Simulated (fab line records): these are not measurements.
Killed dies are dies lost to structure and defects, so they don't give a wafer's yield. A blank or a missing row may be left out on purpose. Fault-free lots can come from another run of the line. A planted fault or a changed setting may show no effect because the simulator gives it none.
fab line records -- flow n5_finfet
record: lots: 5, wafers: 15, last_day: 17
route steps=1938 shown SD_EPI_P@300
lots that met no fault: taken from a fault-free run of the same line
start_h: hours from the record's opening day to when the first of the lot's shown wafers began -- wait_h: hours since the lot's step before -- " repeats the value in the row above -- L1.1+2: a single row standing in for several wafers -- - either no value or no given start -- * or withheld: withheld -- < > ~ a bound
route shown NAME@n: NAME is a module with steps in the file, n the number in the route of the first one -- usual: mean/standard deviation taken from wafers without a fault -- same: alike in all rows -- chamber/n: place in a boat -- sites: the reading at each site -- _std_site: their standard deviation -- _edge_site: mean of outer sites minus mean of inner sites -- radius_mm: how far each site lies from the wafer's centre -- mask NAME#n: copy n -- behind: the tool/chamber that last shaped the wafer -- hold: cause of the lot's hold/its duration in hours/its outcome -- device: transistor that didn't switch, given as n, p or np -- end of line: tests of these same wafers at the route's end -- a step given without rows: its recipe and nothing more -- killed: at the first sort, the dies lost to defects and structure; wafer yield is something else -- map: a wafer's dies, marking killed ones x, the rest . and places with no die _
set.NAME: the setting that was run; set.NAME@STEP: the one run at that earlier step -- model.NAME: the simulator's own value behind a step, which no gauge read
certain route steps with their lots: each step a table, each wafer a row
services: from which hour (start_h, from the record's first day; less than 0 if before it) a tool's chamber was out of use, for how many hours, and why
== steps ==
step: N5_SD_EPI_P_EXPOSE_06
recipe: mask_id: SD_P_BLK, na: 1.35, source_shape: conventional, sigma_outer: 0.8, polarization: unpolarized, target_cd_nm: 240, dose_mj: 39.5
usual: exposure_dose_mJ_cm2: 39.48/0.04, stage_vel_mm_s: 499.95/0.27
lot.wafer,tool,chamber,start_h,wait_h,mask,exposure_dose_mJ_cm2,stage_vel_mm_s
L075.1,arfi_scanner-02,0,63.00,-,SD_P_BLK#0,39.48,500.50
L075.2,arfi_scanner-02,0,63.00,-,SD_P_BLK#0,39.47,499.84
L075.5,arfi_scanner-02,0,63.00,-,SD_P_BLK#0,39.40,499.94
L076.1,arfi_scanner-01,0,67.39,-,SD_P_BLK#0,39.53,499.88
L076.4,arfi_scanner-01,0,67.39,-,SD_P_BLK#0,39.44,500.07
L076.6,arfi_scanner-01,0,67.39,-,SD_P_BLK#0,39.45,500.05
L083.1,arfi_scanner-01,0,112.94,-,SD_P_BLK#0,39.44,500.43
L083.2,arfi_scanner-01,0,112.94,-,SD_P_BLK#0,39.45,499.69
L083.3,arfi_scanner-01,0,112.94,-,SD_P_BLK#0,39.51,500.34
L084.1,arfi_scanner-01,0,114.74,-,SD_P_BLK#0,39.53,500.01
L084.5,arfi_scanner-01,0,114.74,-,SD_P_BLK#0,39.45,500.59
L084.6,arfi_scanner-01,0,114.74,-,SD_P_BLK#0,39.47,500.06
L095.2,arfi_scanner-03,0,180.94,-,SD_P_BLK#0,39.48,500.33
L095.4,arfi_scanner-03,0,180.94,-,SD_P_BLK#0,39.46,500.26
L095.6,arfi_scanner-03,0,180.94,-,SD_P_BLK#0,39.43,500.06
step: N5_SD_EPI_P_PEB_07
recipe: peb_temp_c: 110, peb_time_s: 60, resist: CAR-ArF-block
lot.wafer,tool,chamber,start_h,wait_h
L075.1+2+5,litho_track-01,0,63.06,0.1
L076.1+4+6,litho_track-03,0,67.45,0.1
L083.1+2+3,litho_track-01,0,113.00,0.1
L084.1+5+6,litho_track-03,0,114.80,0.1
L095.2+4+6,litho_track-03,0,181.00,0.1
step: N5_SD_EPI_P_DEVELOP_08
recipe: develop_time_s: 30, developer: TMAH, resist: CAR-ArF-block, dev_temp_c: 23, rinse_liquid: diw, dry: air_spin
lot.wafer,tool,chamber,start_h,wait_h
L075.1+2+5,litho_track-01,0,-,-
L076.1+4+6,litho_track-03,0,-,-
L083.1+2+3,litho_track-01,0,-,-
L084.1+5+6,litho_track-03,0,-,-
L095.2+4+6,litho_track-03,0,-,-
step: N5_SD_EPI_P_CD_MEAS_09
recipe: target_cd_nm: 240, landing_energy_ev: 500, detector: se_inlens
usual: cd_nm: 239.6/1
lot.wafer,tool,chamber,start_h,wait_h,cd_nm
L075.1,cd_sem-02,0,63.13,-,238.7
L075.2,cd_sem-02,0,63.13,-,238.6
L075.5,cd_sem-02,0,63.13,-,240.2
L076.1,cd_sem-02,0,67.52,-,241.2
L076.4,cd_sem-02,0,67.52,-,239.5
L076.6,cd_sem-02,0,67.52,-,239.8
L083.1,cd_sem-03,0,113.07,-,238.9
L083.2,cd_sem-03,0,113.07,-,239.8
L083.3,cd_sem-03,0,113.07,-,238.3
L084.1,cd_sem-03,0,114.86,-,242.0
L084.5,cd_sem-03,0,114.86,-,240.8
L084.6,cd_sem-03,0,114.86,-,239.6
L095.2,cd_sem-03,0,181.06,-,239.3
L095.4,cd_sem-03,0,181.06,-,239.5
L095.6,cd_sem-03,0,181.06,-,239.4
step: N5_SD_EPI_P_OVL_MEAS_10
recipe: points_per_wafer: 44
usual: SD_P_BLK_OVL: -0.5/0.73
lot.wafer,tool,chamber,start_h,wait_h,SD_P_BLK_OVL[nm]
L075.1,overlay-01,0,63.16,0.0,0.4
L075.2,overlay-01,0,63.16,0.0,0.8
L075.5,overlay-01,0,63.16,0.0,1.2
L076.1,overlay-02,0,67.55,0.0,-0.3
L076.4,overlay-02,0,67.55,0.0,-1.5
L076.6,overlay-02,0,67.55,0.0,-0.9
L083.1,overlay-01,0,113.10,0.0,-1.0
L083.2,overlay-01,0,113.10,0.0,0.4
L083.3,overlay-01,0,113.10,0.0,-1.7
L084.1,overlay-02,0,114.89,0.0,-1.8
L084.5,overlay-02,0,114.89,0.0,-0.3
L084.6,overlay-02,0,114.89,0.0,-0.3
L095.2,overlay-01,0,181.09,0.0,0.1
L095.4,overlay-01,0,181.09,0.0,0.2
L095.6,overlay-01,0,181.09,0.0,-0.5
step: N5_SD_EPI_P_INSPECT_11
recipe: mode: adi, inspect_instrument: macro
usual: raw_defect_count: 2.0/1.4
lot.wafer,tool,chamber,start_h,wait_h,raw_defect_count
L075.1,defect_inspect-02,-,63.18,0.0,2
L075.2,defect_inspect-02,-,63.18,0.0,2
L075.5,defect_inspect-02,-,63.18,0.0,3
L076.1,defect_inspect-02,-,67.57,0.0,2
L076.4,defect_inspect-02,-,67.57,0.0,3
L076.6,defect_inspect-02,-,67.57,0.0,5
L083.1,defect_inspect-02,-,113.12,0.0,3
L083.2,defect_inspect-02,-,113.12,0.0,5
L083.3,defect_inspect-02,-,113.12,0.0,2
L084.1,defect_inspect-02,-,114.92,0.0,3
L084.5,defect_inspect-02,-,114.92,0.0,1
L084.6,defect_inspect-02,-,114.92,0.0,0
L095.2,defect_inspect-01,-,181.12,0.0,3
L095.4,defect_inspect-01,-,181.12,0.0,1
L095.6,defect_inspect-01,-,181.12,0.0,1
step: N5_SD_EPI_P_DESCUM_14
recipe: chemistry: O2, time_s: 7.9, source_power_w: 50, bias_power_w: 20, pressure_mtorr: 20, rf_frequency_hz: 2.712e+07, temp_c: 40, resist: CAR-ArF-block, o2_flow_sccm: 225
usual: drypump_motor_current_A: 5.8/0.31, oes_product_au: 0.80/0.065, rf_vpp_V: 243.2/1.5, showerhead_plenum_p_Torr: 2.10/0.073, throttle_valve_pct: 20.42/0.22
lot.wafer,tool,chamber,start_h,wait_h,drypump_motor_current_A,oes_product_au,rf_hours_counter_h,rf_vpp_V,showerhead_plenum_p_Torr,throttle_valve_pct
L075.1,rie_diel-04,1,63.21,0.0,5.7,0.93,25,240.9,2.08,20.32
L075.2,rie_diel-04,3,63.21,0.0,5.0,0.81,89,243.5,2.10,19.89
L075.5,rie_diel-04,2,63.21,0.0,6.0,0.73,-,242.0,1.99,20.41
L076.1,rie_diel-03,2,67.80,0.2,5.7,0.79,111,245.7,2.18,20.61
L076.4,rie_diel-03,0,67.80,0.2,5.7,0.93,9,244.2,2.22,20.53
L076.6,rie_diel-03,1,67.80,0.2,5.3,0.85,-,243.2,2.11,20.09
L083.1,rie_diel-03,1,113.15,0.0,5.3,0.82,85,241.3,2.11,20.11
L083.2,rie_diel-03,3,113.15,0.0,5.9,0.71,194,242.8,2.08,20.56
L083.3,rie_diel-03,2,113.15,0.0,5.6,0.77,126,244.5,2.17,20.63
L084.1,rie_diel-03,0,115.31,0.4,5.7,0.92,25,245.2,2.21,20.55
L084.5,rie_diel-03,3,115.31,0.4,5.9,0.72,-,242.7,2.08,20.55
L084.6,rie_diel-03,0,115.31,0.4,5.7,0.91,-,245.7,2.21,20.57
L095.2,rie_diel-01,2,181.15,0.0,6.3,0.73,176,244.6,2.18,20.51
L095.4,rie_diel-01,0,181.15,0.0,5.8,0.84,51,243.4,2.15,20.26
L095.6,rie_diel-01,3,181.15,0.0,5.7,0.77,-,242.0,1.99,20.45
step: N5_SD_EPI_P_ETCH_36
recipe: chemistry: CF4, target: SiARC, target_depth_a: 455, mask_material: CAR-ArF-block, time_s: 75.8, ion_energy_ev: 80, pressure_mtorr: 40, source_w: 545, bias_w: 36, Ar_flow_sccm: 100, cf4_flow_sccm: 100, ends: cleared
usual: drypump_motor_current_A: 5.8/0.31, etch_rf_on_time_s: 75.4/2.4, oes_product_au: 0.69/0.054, rf_vpp_V: 184.1/1.2, showerhead_plenum_p_Torr: 2.15/0.071, throttle_valve_pct: 15.59/0.21
lot.wafer,tool,chamber,start_h,wait_h,drypump_motor_current_A,etch_rf_on_time_s,oes_product_au,rf_hours_counter_h,rf_vpp_V,showerhead_plenum_p_Torr,throttle_valve_pct
L075.1,rie_diel-04,1,63.25,0.0,5.7,72.2,0.81,25,182.8,2.10,15.26
L075.2,rie_diel-04,3,63.25,0.0,5.0,75.5,0.70,89,183.8,2.16,15.25
L075.5,rie_diel-04,2,63.25,0.0,6.0,74.2,0.63,-,183.7,2.05,15.73
L076.1,rie_diel-03,2,67.83,0.0,5.7,75.0,0.68,111,184.7,2.24,15.84
L076.4,rie_diel-03,0,67.83,0.0,5.7,75.3,0.81,9,184.9,2.27,15.65
L076.6,rie_diel-03,1,67.83,0.0,5.4,77.2,0.72,-,184.2,2.17,15.35
L083.1,rie_diel-03,1,113.19,0.0,5.3,76.3,0.70,85,184.2,2.17,15.40
L083.2,rie_diel-03,3,113.19,0.0,5.9,74.7,0.63,194,185.0,2.15,15.83
L083.3,rie_diel-03,2,113.19,0.0,5.7,74.3,0.67,126,185.1,2.24,15.90
L084.1,rie_diel-03,0,115.34,0.0,5.7,74.9,0.79,25,184.5,2.26,15.67
L084.5,rie_diel-03,3,115.34,0.0,5.9,74.2,0.62,-,182.7,2.15,15.85
L084.6,rie_diel-03,0,115.34,0.0,5.7,75.3,0.78,-,186.7,2.26,15.68
L095.2,rie_diel-01,2,181.19,0.0,6.3,73.2,0.64,176,183.9,2.22,15.67
L095.4,rie_diel-01,0,181.19,0.0,5.8,80.8,0.71,51,185.0,2.19,15.39
L095.6,rie_diel-01,3,181.19,0.0,5.7,79.0,0.64,-,183.3,2.06,15.80
step: N5_SD_EPI_P_ETCH_37
recipe: chemistry: N2/H2, target: SOC, overetch_a: 1080, mask_material: SiARC, temp_c: 40, ion_energy_ev: 100, source_w: 3000, bias_w: 133, pressure_mtorr: 20, time_s: 486, n2_flow_sccm: 200, h2_flow_sccm: 200, ends: end_point
usual: drypump_motor_current_A: 5.8/0.31, oes_product_au: 0.72/0.058, rf_vpp_V: 240.8/1.3, showerhead_plenum_p_Torr: 2.54/0.084, throttle_valve_pct: 23.8/0.35
lot.wafer,tool,chamber,start_h,wait_h,drypump_motor_current_A,oes_product_au,rf_hours_counter_h,rf_vpp_V,showerhead_plenum_p_Torr,throttle_valve_pct
L075.1,rie_diel-04,1,63.30,0.0,5.7,0.83,25,239.4,2.48,23.3
L075.2,rie_diel-04,2,63.30,0.0,6.0,0.65,186,239.7,2.43,24.0
L075.5,rie_diel-04,1,63.30,0.0,5.7,0.82,-,240.3,2.48,23.3
L076.1,rie_diel-03,2,67.89,0.0,5.7,0.71,111,241.6,2.65,23.8
L076.4,rie_diel-03,0,67.89,0.0,5.7,0.85,9,242.6,2.70,24.1
L076.6,rie_diel-03,1,67.89,0.0,5.4,0.76,-,239.8,2.56,23.4
L083.1,rie_diel-03,1,113.24,0.0,5.3,0.74,85,241.9,2.55,23.4
L083.2,rie_diel-03,3,113.24,0.0,5.9,0.65,194,241.1,2.53,24.0
L083.3,rie_diel-03,2,113.24,0.0,5.7,0.70,126,243.7,2.64,23.8
L084.1,rie_diel-03,0,115.40,0.0,5.7,0.80,25,243.7,2.70,24.1
L084.5,rie_diel-03,3,115.40,0.0,5.8,0.65,-,241.6,2.53,24.0
L084.6,rie_diel-03,0,115.40,0.0,5.7,0.81,-,242.5,2.70,24.1
L095.2,rie_diel-01,2,181.24,0.0,6.3,0.66,176,242.2,2.63,23.8
L095.4,rie_diel-01,0,181.24,0.0,5.8,0.76,51,242.7,2.59,23.5
L095.6,rie_diel-01,3,181.24,0.0,5.7,0.69,-,240.2,2.43,24.0
step: N5_SD_EPI_P_STRIP_38
recipe: chemistry: N2/H2, temp_c: 40, n2_flow_sccm: 200, h2_flow_sccm: 200, rf_frequency_hz: 6e+07
lot.wafer,tool,chamber,start_h,wait_h
L075.1+2+5,rie_diel-04,"1,0,2",63.62,0.2
L076.1+4+6,rie_diel-03,"2,0,1",68.21,0.2
L083.1+2+3,rie_diel-03,"1,3,2",113.56,0.2
L084.1+5+6,rie_diel-03,"0,3,0",115.71,0.2
L095.2+4+6,rie_diel-01,"2,0,3",181.56,0.2
step: N5_SD_EPI_P_ETCHBACK_46
recipe: chemistry: CH3F/O2, mode: anisotropic_etchback, target: SiNx, target_depth_a: 175, stop_on: SiO2, over_etch_frac: 0.3, ion_energy_ev: 120, pressure_mtorr: 30, source_w: 395, bias_w: 73, Ar_flow_sccm: 150, CH3F_flow_sccm: 30, O2_flow_sccm: 20
usual: drypump_motor_current_A: 5.8/0.3, oes_f_703_au: 0.80/0.062, oes_product_au: 0.69/0.056, rf_vpp_V: 300/8.8, showerhead_plenum_p_Torr: 2.01/0.073, throttle_valve_pct: 16.34/0.22
lot.wafer,tool,chamber,start_h,wait_h,drypump_motor_current_A,oes_f_703_au,oes_product_au,rf_hours_counter_h,rf_vpp_V,showerhead_plenum_p_Torr,throttle_valve_pct
L075.1,rie_diel-04,1,63.63,0.0,5.7,0.97,0.79,25,305,1.96,16.04
L075.2,rie_diel-04,0,63.63,0.0,5.7,0.85,0.71,70,283,2.02,16.25
L075.5,rie_diel-04,2,63.63,0.0,6.0,0.73,0.62,-,293,1.90,16.35
L076.1,rie_diel-03,2,68.22,0.0,5.7,0.81,0.68,111,308,2.12,16.73
L076.4,rie_diel-03,0,68.22,0.0,5.8,0.93,0.81,10,312,2.13,16.44
L076.6,rie_diel-03,1,68.22,0.0,5.4,0.83,0.72,-,300,2.05,16.22
L083.1,rie_diel-03,1,113.57,0.0,5.4,0.83,0.71,86,303,2.05,16.26
L083.2,rie_diel-03,3,113.57,0.0,5.9,0.78,0.61,194,291,2.00,16.58
L083.3,rie_diel-03,2,113.57,0.0,5.7,0.80,0.67,126,309,2.11,16.76
L084.1,rie_diel-03,0,115.72,0.0,5.7,0.89,0.77,25,310,2.12,16.45
L084.5,rie_diel-03,3,115.72,0.0,5.8,0.78,0.62,-,292,2.00,16.57
L084.6,rie_diel-03,0,115.72,0.0,5.7,0.90,0.78,-,310,2.12,16.45
L095.2,rie_diel-01,2,181.57,0.0,6.4,0.77,0.63,177,298,2.09,16.46
L095.4,rie_diel-01,0,181.57,0.0,5.7,0.81,0.73,51,312,2.04,16.08
L095.6,rie_diel-01,3,181.57,0.0,5.7,0.76,0.66,-,290,1.92,16.50
step: N5_SD_EPI_P_ETCH_47
recipe: chemistry: CH3F/O2, target: SiOCN, target_depth_a: 250, mask_material: SOC, ion_energy_ev: 60, bias_w: 29, pressure_mtorr: 30, source_w: 410, Ar_flow_sccm: 150, CH3F_flow_sccm: 30, O2_flow_sccm: 20
usual: drypump_motor_current_A: 5.8/0.3, oes_f_703_au: 0.80/0.062, oes_product_au: 0.80/0.065, rf_vpp_V: 129/3.7, showerhead_plenum_p_Torr: 2.01/0.073, throttle_valve_pct: 16.32/0.22
lot.wafer,tool,chamber,start_h,wait_h,drypump_motor_current_A,oes_f_703_au,oes_product_au,rf_hours_counter_h,rf_vpp_V,showerhead_plenum_p_Torr,throttle_valve_pct
L075.1,rie_diel-04,1,63.73,0.1,5.7,0.97,0.95,25,129,1.96,16.02
L075.2,rie_diel-04,0,63.73,0.1,5.7,0.84,0.83,70,123,2.01,16.21
L075.5,rie_diel-04,2,63.73,0.1,6.0,0.73,0.73,-,126,1.90,16.35
L076.1,rie_diel-03,2,68.32,0.1,5.6,0.81,0.81,111,132,2.12,16.71
L076.4,rie_diel-03,0,68.32,0.1,5.7,0.94,0.95,10,133,2.13,16.40
L076.6,rie_diel-03,1,68.32,0.1,5.3,0.85,0.84,-,128,2.05,16.20
L083.1,rie_diel-03,1,113.67,0.1,5.4,0.82,0.83,86,128,2.05,16.24
L083.2,rie_diel-03,3,113.67,0.1,5.9,0.77,0.72,194,125,2.00,16.53
L083.3,rie_diel-03,2,113.67,0.1,5.6,0.80,0.79,126,131,2.12,16.72
L084.1,rie_diel-03,0,115.82,0.1,5.7,0.90,0.91,25,133,2.12,16.42
L084.5,rie_diel-03,3,115.82,0.1,5.9,0.77,0.72,-,124,2.00,16.56
L084.6,rie_diel-03,0,115.82,0.1,5.7,0.90,0.91,-,133,2.12,16.41
L095.2,rie_diel-01,2,181.67,0.1,6.3,0.77,0.74,177,127,2.09,16.44
L095.4,rie_diel-01,0,181.67,0.1,5.8,0.81,0.85,51,132,2.04,16.07
L095.6,rie_diel-01,3,181.67,0.1,5.7,0.75,0.75,-,124,1.92,16.48
step: N5_SD_EPI_P_ETCH_16
recipe: chemistry: CHF3/O2, target: SiO2, target_depth_a: 50, mask_material: SOC, pressure_mtorr: 30, source_w: 650, bias_w: 170, Ar_flow_sccm: 200, CHF3_flow_sccm: 50, O2_flow_sccm: 5, ion_energy_ev: 200
usual: drypump_motor_current_A: 5.8/0.3, oes_f_703_au: 0.81/0.063, oes_product_au: 0.80/0.064, rf_vpp_V: 529/16, showerhead_plenum_p_Torr: 2.42/0.085, throttle_valve_pct: 18.88/0.23
lot.wafer,tool,chamber,start_h,wait_h,drypump_motor_current_A,oes_f_703_au,oes_product_au,rf_hours_counter_h,rf_vpp_V,showerhead_plenum_p_Torr,throttle_valve_pct
L075.1,rie_diel-04,1,63.83,0.1,5.7,0.98,0.94,25,532,2.36,18.55
L075.2,rie_diel-04,0,63.83,0.1,5.7,0.85,0.82,70,500,2.42,18.77
L075.5,rie_diel-04,2,63.83,0.1,6.1,0.72,0.73,-,516,2.29,18.90
L076.1,rie_diel-03,2,68.42,0.1,5.7,0.81,0.80,111,543,2.54,19.25
L076.4,rie_diel-03,0,68.42,0.1,5.7,0.92,0.94,10,548,2.56,19.07
L076.6,rie_diel-03,1,68.42,0.1,5.4,0.84,0.84,-,531,2.47,18.77
L083.1,rie_diel-03,1,113.77,0.1,5.3,0.83,0.83,86,530,2.46,18.79
L083.2,rie_diel-03,3,113.77,0.1,5.9,0.76,0.72,194,512,2.41,19.11
L083.3,rie_diel-03,2,113.77,0.1,5.7,0.79,0.78,126,542,2.54,19.29
L084.1,rie_diel-03,0,115.92,0.1,5.7,0.89,0.91,25,549,2.56,19.09
L084.5,rie_diel-03,3,115.92,0.1,5.9,0.75,0.72,-,512,2.41,19.13
L084.6,rie_diel-03,0,115.92,0.1,5.7,0.87,0.92,-,549,2.56,19.09
L095.2,rie_diel-01,2,181.77,0.1,6.4,0.77,0.75,177,523,2.51,19.00
L095.4,rie_diel-01,0,181.77,0.1,5.8,0.83,0.85,51,550,2.46,18.65
L095.6,rie_diel-01,3,181.77,0.1,5.7,0.76,0.76,-,511,2.32,19.06
== services ==
tool,chamber,start_h,hours,kind
arfi_scanner-02,-,41.46,0.6,repair
rie_diel-01,-,44.12,14.6,pm
arfi_scanner-01,0,51.79,-,calibration
arfi_scanner-03,-,61.59,1.3,pm
rie_diel-04,3,63.58,3.9,repair
litho_track-01,-,64.22,-,consumable_replace:filter
arfi_scanner-03,-,68.44,1.0,pm
rie_diel-01,3,74.90,5.1,repair
arfi_scanner-03,-,77.18,6.0,pm
arfi_scanner-01,-,84.36,1.0,pm
arfi_scanner-02,-,94.33,11.1,repair
arfi_scanner-02,-,121.92,0.8,pm
arfi_scanner-03,-,123.99,0.8,pm
arfi_scanner-03,-,128.33,4.9,pm
arfi_scanner-03,-,133.34,2.0,repair
arfi_scanner-01,-,134.69,1.3,pm
litho_track-03,-,139.49,-,consumable_replace:filter
arfi_scanner-01,-,141.37,1.9,repair
rie_diel-04,-,146.76,2.8,pm
arfi_scanner-02,-,151.96,1.3,pm
rie_diel-04,2,163.49,3.9,repair
arfi_scanner-03,0,164.83,-,calibration
arfi_scanner-01,-,177.94,1.0,pm
== key ==
fault none
